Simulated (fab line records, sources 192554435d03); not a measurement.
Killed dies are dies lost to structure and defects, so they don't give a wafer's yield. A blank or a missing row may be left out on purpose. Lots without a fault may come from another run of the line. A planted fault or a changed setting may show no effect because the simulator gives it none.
fab line records | flow n5_finfet
record lots=7 wafers=21
route steps=1938 shown BEOL_M12@1625 BEOL_M13@1706 BEOL_M14@1718 MIM_BOT_LITHO@1858
start_h: hours from the record's first day to the start of the lot's first wafer shown | wait_h: hours since the lot's step before | " the same as in the row above | L1.1+2: a row that stands for several wafers | - no value, or no start given | * or withheld: withheld | < > ~ a bound
route shown NAME@n: a module of which the file shows steps, and the number in the route of the first | usual: mean/standard deviation of fault-free wafers | same: alike in all rows | chamber/n: place in a boat | sites: the reading at each site | _std_site: their standard deviation | _edge_site: outer sites' mean less inner sites' | radius_mm: how far each site lies from the wafer's centre | mask NAME#n: copy n | behind: the tool/chamber that last shaped the wafer | hold: why the lot was held/for how many hours/how that ended | device: the transistor (n, p or np) that didn't switch | end of line: the same wafers' tests at the end of the route | a step without rows: its recipe alone | killed: dies lost to structure and defects at the first sort, not the wafer's yield | map: a wafer's dies, x killed, . not, _ none there
set.NAME: the setting as run; set.NAME@STEP: as run at that earlier step | model.NAME: the simulator's own value behind a step, which no gauge read
lots whose settings were changed on purpose; a table a step, a row a wafer
## steps
# step N5_BEOL_M12_COAT_22
# recipe spin_rpm=2888 resist_thk_nm=300
# columns lot.wafer tool chamber start_h wait_h set.spin_rpm model.coat_of_BEOL_M12_COAT_22.thk_nm
L074.1 litho_track-04 0 - - 2888 298.2
L074.2 " 0 " " 2888 299.2
L074.4 " 0 " " 2888 299
L076.1 litho_track-02 0 - - 3038 292.4
L076.3 " 0 " " 3038 293.2
L076.4 " 0 " " 2888 301.4
L078.2 litho_track-02 0 - - 2888 301.6
L078.3 " 0 " " 3200 286
L078.4 " 0 " " 3200 286.2
L082.3 litho_track-01 0 - - 2888 300.2
L082.5 " 0 " " 3100 290.2
L082.6 " 0 " " 2888 300.6
L090.1 litho_track-04 0 - - 2888 299.4
L090.4+6 " 0 " " 2888 299.2
L089.1 litho_track-02 0 - - 2888 300.4
L089.2 " 0 " " 2888 301
L089.5 " 0 " " 2888 300.6
L094.2 litho_track-02 0 - - 2654 313
L094.4 " 0 " " 2654 312.6
L094.5 " 0 " " 2654 313.2
# step N5_BEOL_M12_EBR_24
# recipe solvent=PGMEA ebr_width_mm=1.5
# step N5_BEOL_M12_SOFTBAKE_23
# recipe temp_c=130 time_s=60
# step N5_BEOL_M12_EXPOSE_25
# recipe mask_id=M12 na=0.93 source_shape=conventional sigma_outer=0.4 polarization=unpolarized dose_mj=21.8
# step N5_BEOL_M12_PEB_26
# recipe peb_temp_c=130 peb_time_s=90
# step N5_BEOL_M12_DEVELOP_27
# recipe develop_time_s=45 rinse_liquid=diw dry=air_spin dev_temp_c=21
# columns lot.wafer tool chamber start_h wait_h set.spin_rpm@BEOL_M12_COAT_22 model.coat_of_BEOL_M12_COAT_22.thk_nm
L074.1 litho_track-01 0 - - 2888 285
L074.2 " 0 " " 2888 286
L074.4 " 0 " " 2888 285.8
L076.1 litho_track-04 0 - - 3038 279.2
L076.3 " 0 " " 3038 280
L076.4 " 0 " " 2888 288.2
L078.2 litho_track-02 0 - - 2888 288.4
L078.3 " 0 " " 3200 272.8
L078.4 " 0 " " 3200 273
L082.3 litho_track-04 0 - - 2888 287.2
L082.5 " 0 " " 3100 277
L082.6 " 0 " " 2888 287.4
L090.1 litho_track-02 0 - - 2888 286.2
L090.4+6 " 0 " " 2888 286
L089.1 litho_track-01 0 - - 2888 287.2
L089.2 " 0 " " 2888 287.8
L089.5 " 0 " " 2888 287.6
L094.2 litho_track-04 0 - - 2654 299.8
L094.4 " 0 " " 2654 299.4
L094.5 " 0 " " 2654 300
# step N5_BEOL_M12_SPUTTER_43
# recipe material=TaN target_thk_a=150 temp_c=50 bias_v=168.6 power_w=15000 chamber_pressure_pa=0.12 time_s=24.19
# columns lot.wafer tool chamber start_h wait_h set.power_w model.TaN_of_BEOL_M12_SPUTTER_43.thk_nm
L074.1 pvd_sputter-03 - 234.85 0.0 15000 15.2
L074.2 " - " " 13440 13.6
L074.4 " - " " 13440 13.4
L076.1 pvd_sputter-02 - 246.56 0.0 15000 15
L076.3+4 " - " " 13460 13.4
L078.2 pvd_sputter-03 - 256.45 0.0 12700 12.4
L078.3 " - " " 15000 15
L078.4 " - " " 12700 12.6
L082.3 pvd_sputter-03 - 277.00 0.0 15000 14.8
L082.5 " - " " 13930 13.8
L082.6 " - " " 13930 14
L090.1 pvd_sputter-02 - 323.17 0.0 15000 15
L090.4+6 " - " " 15000 15.2
L089.1 pvd_sputter-02 - 323.57 0.0 12640 12.6
L089.2 " - " " 12640 12.8
L089.5 " - " " 15000 15.2
L094.2 pvd_sputter-01 - 358.90 0.0 12870 12.6
L094.4 " - " " 12870 12.8
L094.5 " - " " 15000 15
# step N5_BEOL_M13_SPUTTER_44
# recipe material=Ta target_thk_a=100 temp_c=50 bias_v=80 power_w=15000 chamber_pressure_pa=0.07 time_s=16.13
# columns lot.wafer tool chamber start_h wait_h set.power_w model.Ta_of_BEOL_M13_SPUTTER_44.thk_nm
L074.1+4 pvd_sputter-03 - 240.21 0.0 15000 10
L074.2 " - " " 15000 10.2
L076.1 pvd_sputter-03 - 252.75 0.0 15000 9.8
L076.3 " - " " 13960 9.6
L076.4 " - " " 15000 10.2
L078.2+3 pvd_sputter-01 - 267.19 0.0 15000 10.2
L078.4 " - " " 13940 9.2
L082.3 pvd_sputter-01 - 283.11 0.0 15000 10
L082.5 " - " " 12310 8.2
L082.6 " - " " 15000 10.2
L090.1+4+6 pvd_sputter-02 - 327.53 0.0 15000 10
L089.1 pvd_sputter-03 - 328.32 0.0 14270 9.2
L089.2 " - " " 15000 9.8
L089.5 " - " " 14270 9.4
L094.2+4+5 pvd_sputter-03 - 365.40 0.0 15000 10
# step N5_BEOL_M14_COAT_58
# recipe resist=BARC temp_c=205 time_s=60 spin_rpm=1500 resist_thk_nm=89
# columns lot.wafer tool chamber start_h wait_h set.spin_rpm model.BARC_of_BEOL_M14_COAT_58.thk_nm
L074.1 litho_track-02 0 241.57 0.0 1500 89.2
L074.2+4 " 0 " " 1500 89.4
L076.1 litho_track-05 0 254.11 0.0 1500 88.8
L076.3 " 0 " " 1598 86.6
L076.4 " 0 " " 1598 86.2
L078.2 litho_track-01 0 268.97 0.0 1411 92
L078.3 " 0 " " 1411 92.4
L078.4 " 0 " " 1500 89.2
L082.3 litho_track-02 0 284.50 0.0 1610 85.8
L082.5 " 0 " " 1500 89
L082.6 " 0 " " 1610 86
L090.1 litho_track-01 0 329.10 0.0 1500 89
L090.4 " 0 " " 1500 89.4
L090.6 " 0 " " 1500 89.2
L089.1+2+5 litho_track-05 0 329.70 0.0 1500 89.2
L094.2 litho_track-01 0 366.82 0.0 1406 92
L094.4 " 0 " " 1500 89.4
L094.5 " 0 " " 1500 89
# step N5_BEOL_M14_COAT_04
# recipe spin_rpm=1704 resist_thk_nm=800
# step N5_BEOL_M14_EBR_06
# recipe solvent=PGMEA ebr_width_mm=1.5
# step N5_BEOL_M14_DESCUM_15
# recipe chemistry=O2 time_s=7.9 source_power_w=50 bias_power_w=20 pressure_mtorr=20 rf_frequency_hz=2.712e+07 temp_c=40 o2_flow_sccm=225
# step N5_BEOL_M14_ETCH_59
# recipe chemistry=N2/H2 target=BARC target_depth_a=890 overetch_a=267 time_s=67.9 ion_energy_ev=200 pressure_mtorr=30 source_w=840 bias_w=150 n2_flow_sccm=200 h2_flow_sccm=200
# columns lot.wafer tool chamber start_h wait_h set.spin_rpm@BEOL_M14_COAT_58 model.etch.depth_nm
L074.1 rie_diel-04 2 242.40 0.0 1500 89.23
L074.2 " 1 " " 1500 89.49
L074.4 " 3 " " 1500 89.31
L076.1 rie_diel-02 1 254.51 0.0 1500 88.76
L076.3 " 2 " " 1598 86.55
L076.4 " 0 " " 1598 86.25
L078.2 rie_diel-05 1 269.49 0.0 1411 91.95
L078.3 " 2 " " 1411 92.34
L078.4 " 0 " " 1500 89.28
L082.3 rie_diel-02 2 285.15 0.0 1610 85.87
L082.5 " 3 " " 1500 89
L082.6 " 2 " " 1610 86
L090.1 rie_diel-04 3 329.74 0.0 1500 89.07
L090.4 " 0 " " 1500 89.33
L090.6 " 2 " " 1500 89.27
L089.1 rie_diel-04 1 330.22 0.0 1500 89.27
L089.2 " 2 " " 1500 89.24
L089.5 " 2 " " 1500 89.26
L094.2 rie_diel-05 1 367.70 0.0 1406 92.04
L094.4 " 0 " " 1500 89.38
L094.5 " 3 " " 1500 88.98
# step N5_BEOL_M14_TRENCH_ETCH_34
# recipe chemistry=C4F8/O2/Ar target=SiO2 target_depth_a=5566.5 mask_material=SOC he_inner_torr=15 he_outer_torr=30 time_s=126.9 ion_energy_ev=800 pressure_mtorr=20 source_w=1905 bias_w=2040 Ar_flow_sccm=400 C4F8_flow_sccm=16 O2_flow_sccm=12
# columns lot.wafer tool chamber start_h wait_h set.time_s model.etch.depth_nm
L074.1 rie_diel-05 0 243.80 0.0 126.9 559.3
L074.2 " 1 " " 105.6 454
L074.4 " 2 " " 126.9 555.9
L076.1 rie_diel-02 3 255.91 0.0 126.9 552.8
L076.3 " 0 " " 126.9 541.9
L076.4 " 1 " " 126.9 555.1
L078.2 rie_diel-02 2 270.97 0.0 126.9 564.1
L078.3 " 1 " " 136.2 602
L078.4 " 0 " " 126.9 546.1
L082.3 rie_diel-05 3 286.64 0.0 126.9 527.9
L082.5 " 1 " " 126.9 530.5
L082.6 " 0 " " 147.1 628
L090.1 rie_diel-05 1 331.64 0.0 126.9 528
L090.4 " 2 " " 126.9 549.4
L090.6 " 1 " " 126.9 530.3
L089.1 rie_diel-04 3 332.07 0.0 126.9 537.1
L089.2 " 1 " " 101 455.3
L089.5 " 1 " " 126.9 571.9
L094.2 rie_diel-04 0 369.10 0.0 126.9 557.8
L094.4 " 1 " " 126.9 570.8
L094.5 " 2 " " 126.9 556.3
# step N5_BEOL_M14_STRIP_70
# recipe chemistry=C4F8/O2/Ar resist=SiARC rf_frequency_hz=6e+07
# step N5_BEOL_M14_OCD_MEAS_35
# usual trench_depth_nm=547/12
# columns lot.wafer tool chamber start_h wait_h set.time_s@BEOL_M14_TRENCH_ETCH_34 trench_depth_nm
L074.1 ocd-01 - 243.95 0.0 126.9 559
L074.2 " - " " 105.6 453
L074.4 " - " " 126.9 556
L076.1 ocd-01 - 256.06 0.0 126.9 552
L076.3 " - " " 126.9 542
L076.4 " - " " 126.9 555
L078.2 ocd-01 - 271.13 0.0 126.9 563
L078.3 " - " " 136.2 602
L078.4 " - " " 126.9 546
L082.3 ocd-02 - 286.80 0.0 126.9 528
L082.5 " - " " 126.9 530
L082.6 " - " " 147.1 628
L090.1 ocd-01 - 331.80 0.0 126.9 528
L090.4 " - " " 126.9 549
L090.6 " - " " 126.9 530
L089.1 ocd-02 - 332.23 0.0 126.9 537
L089.2 " - " " 101 455
L089.5 " - " " 126.9 572
L094.2 ocd-02 - 369.25 0.0 126.9 558
L094.4 " - " " 126.9 571
L094.5 " - " " 126.9 557
# step N5_BEOL_M14_SPUTTER_43
# recipe material=TaN target_thk_a=150 temp_c=50 bias_v=168.6 power_w=15000 chamber_pressure_pa=0.12 time_s=24.19
# columns lot.wafer tool chamber start_h wait_h set.power_w model.TaN_of_BEOL_M14_SPUTTER_43.thk_nm
L074.1 pvd_sputter-01 - 246.24 0.0 17500 17.6
L074.2 " - " " 17500 17.4
L074.4 " - " " 15000 14.8
L076.1 pvd_sputter-03 - 256.89 0.0 12450 12.4
L076.3 " - " " 12450 12.6
L076.4 " - " " 15000 15
L078.2+3 pvd_sputter-02 - 271.88 0.0 15000 15.2
L078.4 " - " " 15000 15.4
L082.3 pvd_sputter-03 - 288.71 0.0 15000 15.2
L082.5 " - " " 13370 13.6
L082.6 " - " " 13370 13.8
L090.1 pvd_sputter-02 - 332.36 0.0 15000 15
L090.4+6 " - " " 15000 15.2
L089.1+2+5 pvd_sputter-02 - 333.52 0.0 15000 15
L094.2 pvd_sputter-03 - 371.13 0.0 15000 15.2
L094.4+5 " - " " 15000 14.8
# step N5_BEOL_M14_SPUTTER_44
# recipe material=Ta target_thk_a=150 temp_c=50 bias_v=80 power_w=15000 chamber_pressure_pa=0.07 time_s=24.19
# step N5_BEOL_M14_SPUTTER_45
# recipe material=Cu target_thk_a=1000 temp_c=-20 bias_v=60 power_w=26000 chamber_pressure_pa=0.13 time_s=16.67
# step N5_BEOL_M14_ECD_47
# recipe material=Cu target_thk_a=12480
# step N5_BEOL_M14_ANNEAL_48
# recipe temp_c=225 time_s=90 ambient=N2
# step N5_BEOL_M14_CMP_49
# recipe stop_on=SiO2 t_overpolish_s=5.2 down_force_psi=2 platen_rpm=80 clearing_platen_down_force_psi=2 clearing_platen_rpm=80 post_cmp_clean=cu_alkaline target_thk_nm=560 clearing_platen_pad_velocity_m_s=1.5917 pad_velocity_m_s=1.5917
# columns lot.wafer tool chamber start_h wait_h set.time_s@BEOL_M14_TRENCH_ETCH_34 model.Cu_of_BEOL_M14_ECD_47.thk_nm
L074.1 cmp-01 0 247.27 0.3 126.9 559.4
L074.4 " 1 " " 126.9 559.8
L074.2 " 2 " " 105.6 454
L076.4 cmp-01 3 257.98 0.1 126.9 559.4
L076.3 " 1 " " 126.9 549
L076.1 " 2 " " 126.9 558
L078.2 cmp-03 3 273.43 0.3 126.9 565.4
L078.3 " 1 " " 136.2 603.8
L078.4 " 2 " " 126.9 549.6
L082.3 cmp-03 1 289.55 0.2 126.9 531.4
L082.6 " 3 " " 147.1 633
L082.5 " 0 " " 126.9 536.6
L090.4 cmp-02 2 333.12 0.1 126.9 553
L090.1 " 3 " " 126.9 531.8
L090.6 " 2 " " 126.9 534.2
L089.1 cmp-01 0 334.63 0.3 126.9 539.6
L089.2 " 1 " " 101 459.8
L089.5 " 0 " " 126.9 574
L094.2 cmp-01 0 371.95 0.3 126.9 560.6
L094.4 " 1 " " 126.9 576
L094.5 " 3 " " 126.9 561
# step N5_BEOL_M14_THK_MEAS_50
# recipe thk_meas_gauge=xrf reads=Cu_of_BEOL_M14_ECD_47
# usual M14_THK=540/12
# columns lot.wafer tool chamber start_h wait_h set.time_s@BEOL_M14_TRENCH_ETCH_34 M14_THK[nm]
L074.1 film_metro-01 - 247.56 - 126.9 548
L074.2 " - " " 105.6 448
L074.4 " - " " 126.9 550
L076.1 film_metro-01 - 258.28 - 126.9 547
L076.3 " - " " 126.9 535
L076.4 " - " " 126.9 545
L078.2 film_metro-01 - 273.73 - 126.9 554
L078.3 " - " " 136.2 588
L078.4 " - " " 126.9 535
L082.3 film_metro-02 - 289.77 - 126.9 522
L082.5 " - " " 126.9 524
L082.6 " - " " 147.1 618
L090.1 film_metro-01 - 333.42 - 126.9 523
L090.4 " - " " 126.9 543
L090.6 " - " " 126.9 525
L089.1 film_metro-01 - 334.89 - 126.9 532
L089.2 " - " " 101 454
L089.5 " - " " 126.9 566
L094.2 film_metro-01 - 372.21 - 126.9 551
L094.4 " - " " 126.9 567
L094.5 " - " " 126.9 552
# step N5_BEOL_M14_PRE_CLEAN_52
# recipe gas=NH3 time_s=15 temp_c=withheld rf_power_w=300
# step N5_BEOL_M14_DEP_53
# recipe material=SiCN target_thk_a=500 temp_c=withheld precursor=3MS/NH3 pressure_torr=3 rf_w=675 time_s=17.8
# step N5_BEOL_M14_RS_MEAS_54
# recipe thk_meas_gauge=four-point-probe reads=Cu_of_BEOL_M14_ECD_47+Ta_of_BEOL_M14_SPUTTER_44+TaN_of_BEOL_M14_SPUTTER_43
# usual M14_RS=0.0338/0.00077
# columns lot.wafer tool chamber start_h wait_h set.time_s@BEOL_M14_TRENCH_ETCH_34 M14_RS[ohm/sq]
L074.1 film_metro-02 - 247.69 0.0 126.9 0.0332
L074.2 " - " " 105.6 0.0412
L074.4 " - " " 126.9 0.0333
L076.1 film_metro-02 - 258.41 0.0 126.9 0.0333
L076.3 " - " " 126.9 0.0339
L076.4 " - " " 126.9 0.0332
L078.2 film_metro-02 - 273.85 0.1 126.9 0.0329
L078.3 " - " " 136.2 0.0308
L078.4 " - " " 126.9 0.0338
L082.3 film_metro-02 - 289.90 0.1 126.9 0.0351
L082.5 " - " " 126.9 0.0346
L082.6 " - " " 147.1 0.0293
L090.1 film_metro-02 - 333.55 0.0 126.9 0.0350
L090.4 " - " " 126.9 0.0337
L090.6 " - " " 126.9 0.0348
L089.1 film_metro-02 - 335.02 0.0 126.9 0.0345
L089.2 " - " " 101 0.0406
L089.5 " - " " 126.9 0.0323
L094.2 film_metro-02 - 372.33 0.1 126.9 0.0332
L094.4 " - " " 126.9 0.0322
L094.5 " - " " 126.9 0.0332
# step N5_MIM_BOT_LITHO_EXPOSE_05
# recipe mask_id=MIM_BOT na=0.55 source_shape=conventional sigma_outer=0.8 polarization=unpolarized dose_mj=24.25
# columns lot.wafer tool chamber start_h wait_h mask set.dose_mj
L074.1 krf_scanner-02 0 262.70 - MIM_BOT#0 25.63
L074.2+4 " 0 " " MIM_BOT#0 24.25
L076.1+3 krf_scanner-01 0 271.14 - MIM_BOT#0 24.25
L076.4 " 0 " " MIM_BOT#0 23.16
L078.2+3+4 krf_scanner-01 0 283.67 - MIM_BOT#0 24.25
L082.3+5+6 krf_scanner-01 0 301.24 - MIM_BOT#0 24.25
L090.1+4+6 krf_scanner-01 0 346.75 - MIM_BOT#0 24.25
L089.1+2 krf_scanner-02 0 350.17 - MIM_BOT#0 24.25
L089.5 " 0 " " MIM_BOT#0 25.86
L094.2+5 krf_scanner-01 0 382.35 - MIM_BOT#0 24.25
L094.4 " 0 " " MIM_BOT#0 22.61
# step N5_MIM_BOT_LITHO_DEVELOP_07
# recipe develop_time_s=60 rinse_liquid=diw dry=air_spin dev_temp_c=21
# columns lot.wafer tool chamber start_h wait_h set.develop_time_s
L074.1+4 litho_track-01 0 - - 60
L074.2 " 0 " " 72.48
L076.1+3+4 litho_track-04 0 - - 60
L078.2+4 litho_track-02 0 - - 48.9
L078.3 " 0 " " 60
L082.3+5 litho_track-02 0 - - 60
L082.6 " 0 " " 70.42
L090.1+4+6 litho_track-04 0 - - 60
L089.1+5 litho_track-01 0 - - 70.56
L089.2 " 0 " " 60
L094.2 litho_track-04 0 - - 72.85
L094.4+5 " 0 " " 60
# step N5_MIM_BOT_LITHO_HARDBAKE_09
# recipe temp_c=130 time_s=120
# step N5_MIM_BOT_LITHO_CD_MEAS_08
# recipe target_cd_nm=3000 landing_energy_ev=500 detector=se_inlens polarity=opening
# usual cd_nm=2998.3/1.8
# columns lot.wafer tool chamber start_h wait_h set.dose_mj@MIM_BOT_LITHO_EXPOSE_05 cd_nm
L074.1 cd_sem-02 0 262.87 - 25.63 3008.5
L074.2 " 0 " " 24.25 3000.8
L074.4 " 0 " " 24.25 2997.5
L076.1 cd_sem-01 0 271.31 - 24.25 2997.6
L076.3 " 0 " " 24.25 2999.9
L076.4 " 0 " " 23.16 2988.9
L078.2 cd_sem-02 0 283.84 - 24.25 2994.3
L078.3 " 0 " " 24.25 2996.6
L078.4 " 0 " " 24.25 2993.7
L082.3 cd_sem-02 0 301.41 - 24.25 2998.3
L082.5 " 0 " " 24.25 2997.9
L082.6 " 0 " " 24.25 3000.2
L090.1 cd_sem-02 0 346.92 - 24.25 3002.4
L090.4 " 0 " " 24.25 3000.0
L090.6 " 0 " " 24.25 2999.0
L089.1 cd_sem-01 0 350.35 - 24.25 3004.0
L089.2 " 0 " " 24.25 2999.7
L089.5 " 0 " " 25.86 3013.2
L094.2 cd_sem-01 0 382.52 - 24.25 3003.1
L094.4 " 0 " " 22.61 2988.5
L094.5 " 0 " " 24.25 2999.5
## key
split step=N5_BEOL_M12_COAT_22 setting=spin_rpm stated=2888 by=wafer
response step=N5_BEOL_M12_COAT_22 reading=model.coat_of_BEOL_M12_COAT_22.thk_nm change=-1.45 per=1% r=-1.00
response step=N5_BEOL_M12_DEVELOP_27 reading=model.coat_of_BEOL_M12_COAT_22.thk_nm change=-1.46 per=1% r=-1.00
split step=N5_BEOL_M12_SPUTTER_43 setting=power_w stated=15000 by=wafer
response step=N5_BEOL_M12_SPUTTER_43 reading=model.TaN_of_BEOL_M12_SPUTTER_43.thk_nm change=+0.159 per=1% r=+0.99
split step=N5_BEOL_M13_SPUTTER_44 setting=power_w stated=15000 by=wafer
response step=N5_BEOL_M13_SPUTTER_44 reading=model.Ta_of_BEOL_M13_SPUTTER_44.thk_nm change=+0.105 per=1% r=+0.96
split step=N5_BEOL_M14_COAT_58 setting=spin_rpm stated=1500 by=wafer
response step=N5_BEOL_M14_COAT_58 reading=model.BARC_of_BEOL_M14_COAT_58.thk_nm change=-0.432 per=1% r=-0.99
response step=N5_BEOL_M14_ETCH_59 reading=model.etch.depth_nm change=-0.426 per=1% r=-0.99
split step=N5_BEOL_M14_TRENCH_ETCH_34 setting=time_s stated=126.9 by=wafer
response step=N5_BEOL_M14_TRENCH_ETCH_34 reading=model.etch.depth_nm change=+5.65 per=1% r=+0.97
response step=N5_BEOL_M14_OCD_MEAS_35 reading=trench_depth_nm change=+5.66 per=1% r=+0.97
response step=N5_BEOL_M14_CMP_49 reading=model.Cu_of_BEOL_M14_ECD_47.thk_nm change=+5.64 per=1% r=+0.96
response step=N5_BEOL_M14_THK_MEAS_50 reading=M14_THK change=+5.43 per=1% r=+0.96
response step=N5_BEOL_M14_RS_MEAS_54 reading=M14_RS change=-0.000386 per=1% r=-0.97
split step=N5_BEOL_M14_SPUTTER_43 setting=power_w stated=15000 by=wafer
response step=N5_BEOL_M14_SPUTTER_43 reading=model.TaN_of_BEOL_M14_SPUTTER_43.thk_nm change=+0.152 per=1% r=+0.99
split step=N5_MIM_BOT_LITHO_EXPOSE_05 setting=dose_mj stated=24.25 by=wafer
response step=N5_MIM_BOT_LITHO_CD_MEAS_08 reading=cd_nm change=+1.82 per=1% r=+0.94
split step=N5_MIM_BOT_LITHO_DEVELOP_07 setting=develop_time_s stated=60 by=wafer
response none clear
